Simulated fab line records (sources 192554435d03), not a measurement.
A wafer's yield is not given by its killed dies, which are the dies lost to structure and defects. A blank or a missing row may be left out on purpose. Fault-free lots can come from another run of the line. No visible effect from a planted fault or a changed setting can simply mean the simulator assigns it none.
Matching of chambers | flow n5 finfet | N5_ILD0_CMP_07 on cmp-02 has 4 sister chambers
The step polishes SiO2 flowable, stops on poly-Si, t overpolish 1.18 s, target thk 138.88 nm. 16 wafers are shown with their chamber, then 7 later ones without.

== EACH WAFER AND ITS CHAMBER ==
wafer  | chamber | motor current A (A)
L143.1 | 0       | 13.6
L143.4 | 1       | 15.6
L143.6 | 3       | 12.5
L144.4 | 1       | 15.4
L144.5 | 2       | 11.7
L144.6 | 1       | 14.8
L146.2 | 0       | 13.0
L146.4 | 3       | 12.7
L146.5 | 2       | 12.4
L148.1 | 1       | 14.7
L148.4 | 0       | 13.1
L148.6 | 2       | 12.8
L149.1 | 1       | 14.5
L149.2 | 2       | 12.4
L149.3 | 3       | 12.8
L150.2 | 2       | 11.8

SIGNATURES (means of the wafers above)
reading         | chamber 0 | chamber 1 | chamber 2 | chamber 3 | scatter within a chamber
motor current A | 13.233    | 15.000    | 12.220    | 12.667    | 0.408
Rule: distance of a wafer from a chamber = root of the sum over the readings of ((wafer's reading minus chamber's mean) / reading's scatter) squared. The wafer belongs to the nearest chamber; if the next one is less than 2 further off, it can't be placed. How the scatter is found: for the shown wafers, subtract from each reading the mean of its chamber, square and add these, divide the total by (wafers less chambers), then take the root.

== WAFERS WITH NO CHAMBER GIVEN ==
wafer  | motor current A (A)
L150.3 | 13.1
L150.4 | 15.3
L152.1 | 12.6
L152.4 | 13.2
L152.5 | 13.8
L154.3 | 12.9
L154.6 | 12.2

== THE CHAMBER EACH PASSED THROUGH ==
wafer  | from the rows above          | in truth
L150.3 | can't be placed: 0 or 3 or 2 | 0
L150.4 | 1                            | 1
L152.1 | can't be placed: 3 or 2 or 0 | 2
L152.4 | can't be placed: 0 or 3      | 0
L152.5 | can't be placed: 0 or 3 or 1 | 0
L154.3 | can't be placed: 3 or 0 or 2 | 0
L154.6 | can't be placed: 2 or 3      | 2
Placed correctly: 1 of 7. These rows do not allow placing 6 (true chamber among the candidates in 6). Wrongly placed: 0.
